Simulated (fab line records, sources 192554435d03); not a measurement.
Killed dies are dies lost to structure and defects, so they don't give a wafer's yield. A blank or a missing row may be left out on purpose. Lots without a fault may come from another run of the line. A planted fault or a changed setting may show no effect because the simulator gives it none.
Which tool did it? | flow n5_finfet | 10 lots, 27 wafers sampled, at 4 steps of a route of 1938

WHAT THE GAUGES READ, wafer by wafer
N5_BEOL_M4_RC_MEAS_101.
lot  | measured     | on        | COMB_M4_max_site (S/m)
L556 | day 8 15:19  | prober-01 | 7.3e-11 7.1e-11 8.9e-11
L557 | day 8 17:10  | prober-02 | 1.03e-10 7e-11 5.9e-11
L558 | day 8 19:20  | prober-01 | 1.08e-10 7.5e-11 7.1e-11
L561 | day 10 01:07 | prober-01 | 2.55e-10 9.2e-11
L562 | day 10 06:38 | prober-01 | 2.65e-10 9.1e-11
L567 | day 11 03:36 | prober-02 | 2.73e-10 1.25e-10
L570 | day 12 05:04 | prober-02 | 6.6e-11 5.8e-11 6e-11
L571 | day 12 10:28 | prober-02 | 1.05e-10 7.2e-11 8.2e-11
L575 | day 13 12:14 | prober-02 | 8.9e-11 9.2e-11 5e-11
L576 | day 13 12:32 | prober-01 | 1.4e-10 9.4e-11 7e-11

WHICH TOOL RAN EACH LOT (tool, then ch and the chambers of the sampled wafers, then the start)
lot  | N5_BEOL_M4_ETCH_41                            | N5_BEOL_M4_ALD_84                   | N5_BEOL_M4_ANNEAL_82
L556 | rie_diel-02 ch 1,2,3, day 8 11:09 or earlier  | ald_metal-03 ch 1,2, day 8 11:30    | pvd_sputter-02, day 8 12:35
L557 | rie_diel-03 ch 2,3, day 8 13:34 or earlier    | ald_metal-03 ch 2,3, day 8 13:52    | pvd_sputter-03, day 8 14:49
L558 | rie_diel-03 ch 0,2, day 8 13:56 or earlier    | ald_metal-03 ch 2,3, day 8 14:14    | pvd_sputter-03, day 8 16:40
L561 | rie_diel-03 ch 2,3, day 9 21:10 or earlier    | ald_metal-03 ch 1,2, day 9 21:37    | pvd_sputter-01, day 9 22:38
L562 | rie_diel-03 ch 1,2, day 10 01:42 or earlier   | ald_metal-03 ch 2, day 10 02:32     | pvd_sputter-03, day 10 03:44
L567 | rie_diel-06 ch 0,3, day 10 22:26 or earlier   | ald_metal-03 ch 1,3, day 10 22:46   | pvd_sputter-03, day 11 00:39
L570 | rie_diel-02 ch 1,3, day 12 01:14 or earlier   | ald_metal-02 ch 0,1,3, day 12 01:42 | pvd_sputter-02, day 12 02:41
L571 | rie_diel-06 ch 0,2,3, day 12 05:59 or earlier | ald_metal-02 ch 0,1, day 12 06:39   | pvd_sputter-01, day 12 07:57
L575 | rie_diel-06 ch 0,1,2, day 13 06:13 or earlier | ald_metal-03 ch 0,3, day 13 06:47   | pvd_sputter-03, day 13 09:38
L576 | rie_diel-03 ch 0,1, day 13 06:15 or earlier   | ald_metal-01 ch 0,1,2, day 13 06:55 | pvd_sputter-02, day 13 10:02
- N5_BEOL_M4_ETCH_41: etches SiCN in CH3F/O2, target depth 29.9 nm, time 52.5 s.
- N5_BEOL_M4_ALD_84: deposits TaN, pulse time 2 s, purge time 3 s, co reactant purge time 2 s.
- N5_BEOL_M4_ANNEAL_82: time 240 s.

THE ANSWER, worked out from the rows above alone
Rule: what is usual is taken from the lots themselves. Put in order of their means at a reading, lots are off if they are a third of the lots or fewer, leave a main group of 4 or more, and stand apart from it by a gap of 3 or more times the standard deviation of the main group's means; of several such gaps the widest counts. A main group whose means are all the same, to the digits that the tables above print for the reading, isn't used. A lot without any number at a reading at which 4 lots or more have one is off too. The other lots that the step has rows for count as sound.
Off: L561, L562, L567, at N5_BEOL_M4_RC_MEAS_101 (COMB_M4_max_site). The main group: mean 8.1e-11 S/m, standard deviation 1.1e-11.
A tool fits if, at a process step before that reading, it ran every lot that is off, and no sound lot after the first of them. The gauges at N5_BEOL_M4_RC_MEAS_101 are tried like those tools. N5_BEOL_M4_ETCH_41 gives no start for some lots, so the hours and the order of its lots are those of N5_BEOL_M4_OCD_MEAS_38. None of those tried fits.

WHAT THE SIMULATOR HAD PUT IN
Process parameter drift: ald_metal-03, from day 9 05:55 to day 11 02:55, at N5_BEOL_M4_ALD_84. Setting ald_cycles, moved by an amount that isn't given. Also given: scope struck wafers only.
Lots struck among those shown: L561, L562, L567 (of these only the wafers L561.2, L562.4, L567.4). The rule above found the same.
